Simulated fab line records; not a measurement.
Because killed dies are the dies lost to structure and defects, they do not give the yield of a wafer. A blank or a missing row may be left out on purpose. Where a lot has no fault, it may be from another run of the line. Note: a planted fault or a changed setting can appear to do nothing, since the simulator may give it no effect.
Lot-split experiment | flow n5-finfet | 7 lots, 21 wafers read, on a route of 1938 steps

## SPLIT DETAILS
At N5_BEOL_M15_TRENCH_ETCH_34 (etches SiO2 in C4F8/O2/Ar, target depth 872.93 nm, time 199 s), the setting time-s was moved away from the recipe's 199 s on 3 of the 21 wafers read, by -22.5% to +19.6%. For the rest of the wafers, this setting stayed at what the recipe calls for.

## FROM THE SPLIT TO THE READING: what the file shows between them, 7 steps
- N5_BEOL_M15_STRIP_36: strips in O2
- N5_BEOL_M15_ECD_47: material Cu, target thk 1860 nm
- N5_BEOL_M15_ANNEAL_48: time 90 s
- N5_BEOL_M15_CMP_49: polishes, stops on SiO2, t overpolish 4.9 s, target thk 850 nm
- N5_BEOL_M15_THK_MEAS_50: measures by xrf
- N5_BEOL_M15_PRE_CLEAN_52: time 15 s
- N5_BEOL_M15_DEP_53: deposits SiCN from 3MS/NH3, target thk 50 nm, time 17.8 s

## THE READING
Measured at N5_BEOL_M15_RS_MEAS_54 by four-point probe: M15_RS, in ohm/sq. A value of 0.0216 ohm/sq with a standard deviation of 0.00044 ohm/sq is what fault-free wafers of this fab line usually give.

wafer  | tool, chamber at the split | time-s as run, s | against the recipe | M15_RS, ohm/sq | against lot-mates on the recipe
L079.1 | rie-diel-01, 1             | 199              | recipe             | 0.0221         | -
L079.3 | rie-diel-01, 0             | 199              | recipe             | 0.0213         | -
L079.6 | rie-diel-01, 0             | 199              | recipe             | 0.0214         | -
L082.3 | rie-diel-06, 1             | 154.3            | -22.5%             | 0.0269         | +0.0055
L082.4 | rie-diel-06, 3             | 199              | recipe             | 0.0209         | -
L082.5 | rie-diel-06, 2             | 199              | recipe             | 0.0219         | -
L080.1 | rie-diel-01, 0             | 199              | recipe             | 0.0215         | -
L080.2 | rie-diel-01, 1             | 228              | +14.6%             | 0.0189         | -0.0028
L080.4 | rie-diel-01, 3             | 199              | recipe             | 0.0219         | -
L083.2 | rie-diel-01, 2             | 199              | recipe             | 0.0213         | -
L083.3 | rie-diel-01, 3             | 199              | recipe             | 0.0222         | -
L083.6 | rie-diel-01, 3             | 199              | recipe             | 0.0222         | -
L092.1 | rie-diel-02, 3             | 199              | recipe             | 0.0213         | -
L092.5 | rie-diel-02, 1             | 199              | recipe             | 0.0214         | -
L092.6 | rie-diel-02, 3             | 199              | recipe             | 0.0212         | -
L090.3 | rie-diel-01, 2             | 199              | recipe             | 0.0210         | -
L090.5 | rie-diel-01, 0             | 238.1            | +19.6%             | 0.0178         | -0.0037
L090.6 | rie-diel-01, 1             | 199              | recipe             | 0.0221         | -
L096.2 | rie-diel-02, 0             | 199              | recipe             | 0.0224         | -
L096.3 | rie-diel-02, 0             | 199              | recipe             | 0.0224         | -
L096.6 | rie-diel-02, 1             | 199              | recipe             | 0.0214         | -

FIT RESULTS
A straight line over all 21 wafers: M15_RS changes by -0.000213 ohm/sq for each +1% of time-s; r = -0.96; the points scatter about the line by 0.00048 ohm/sq.
The same after taking each lot's own level away (the mean of its wafers on the recipe; 21 wafers): -0.000217 ohm/sq for each +1%; r = -0.97; scatter 0.00043 ohm/sq.
Per that fit: largest time-s move, reading shift of 0.0049 ohm/sq.
Measured against the standard deviation above, the lots' own levels, which go from 0.02130 to 0.02207 ohm/sq, span 1.7 times it.
So the lot-to-lot level changes the slope little: the two slopes agree.
Check: with one of the wafers moved furthest among these (-22.5%) left out of the fit, the line predicts +0.0043 ohm/sq for it against its lot-mates. Against them it came out at +0.0055 ohm/sq.

## THE WHOLE CHAIN: every reading that the file lists as answering this split, in the file's order
step                       | what it does                                                   | reading                                                                       | change (the file's fit)               | r (the file's)
N5_BEOL_M15_TRENCH_ETCH_34 | etches SiO2 in C4F8/O2/Ar, target depth 872.93 nm, time 199 s  | etch.depth-nm (the simulator's own value, which no gauge read)                | +8.24 nm for each +1% of the setting  | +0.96
N5_BEOL_M15_CMP_49         | polishes, stops on SiO2, t overpolish 4.9 s, target thk 850 nm | Cu_of_BEOL_M15_ECD_47.thk-nm (the simulator's own value, which no gauge read) | +8.26 nm for each +1% of the setting  | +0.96
N5_BEOL_M15_THK_MEAS_50    | measures by xrf                                                | M15_THK                                                                       | +7.92 for each +1% of the setting     | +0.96
N5_BEOL_M15_RS_MEAS_54     | measures by four-point-probe                                   | M15_RS                                                                        | -0.000215 for each +1% of the setting | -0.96

## THE FILE'S OWN FIT
M15_RS changes by -0.000215 ohm/sq for each +1% of time-s, r = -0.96.
